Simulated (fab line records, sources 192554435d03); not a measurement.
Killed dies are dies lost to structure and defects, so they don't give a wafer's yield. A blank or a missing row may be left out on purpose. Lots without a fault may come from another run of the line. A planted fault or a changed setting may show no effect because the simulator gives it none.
Chamber matching | flow n5_finfet | N5_BEOL_M1_DEP_57 on pecvd-03: 3 sister chambers
The step deposits SiCN from 3MS/NH3, target thk 8 nm, time 14 s. 6 wafers are shown with their chamber, then 7 later ones without.

WAFERS WITH THEIR CHAMBER
wafer  | chamber | showerhead_plenum_p_Torr (Torr) | throttle_valve_pct (%)
L077.3 | 2       | 3.665                           | 9.0
L077.5 | 2       | 3.666                           | 9.0
L085.3 | 0       | 3.687                           | 9.3
L085.4 | 1       | 3.692                           | 9.7
L090.1 | 1       | 3.683                           | 9.5
L090.5 | 0       | 3.696                           | 9.4

WAFERS WITHOUT THEIR CHAMBER
wafer  | showerhead_plenum_p_Torr (Torr) | throttle_valve_pct (%)
L090.6 | 3.699                           | 9.3
L093.3 | 3.689                           | 9.6
L093.5 | 3.697                           | 9.5
L093.6 | 3.644                           | 8.7
L097.1 | 3.647                           | 8.4
L097.2 | 3.700                           | 9.7
L097.6 | 3.700                           | 9.5

WHICH CHAMBER EACH WENT THROUGH
wafer  | from the rows above     | in truth
L090.6 | 0                       | 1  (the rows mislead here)
L093.3 | 1                       | 1
L093.5 | can't be placed: 0 or 1 | 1
L093.6 | 2                       | 2
L097.1 | 2                       | 2
L097.2 | can't be placed: 1 or 0 | 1
L097.6 | can't be placed: 0 or 1 | 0
Placed correctly: 3 of 7. Can't be placed from these rows: 3 (the true chamber is among the candidates in 3). Placed wrongly: 1.
How it was worked out, from the rows above alone: a wafer's distance from a chamber is the root of the sum, over the readings, of the square of ((its reading less the chamber's mean) divided by the reading's scatter). The wafer belongs to the nearest chamber; if the next one is less than 2 further off, it can't be placed. A chamber's mean is the mean of its shown wafers. The scatter: the root of (the sum of the squares of (reading less its chamber's mean) over the shown wafers, divided by (wafers less chambers)).
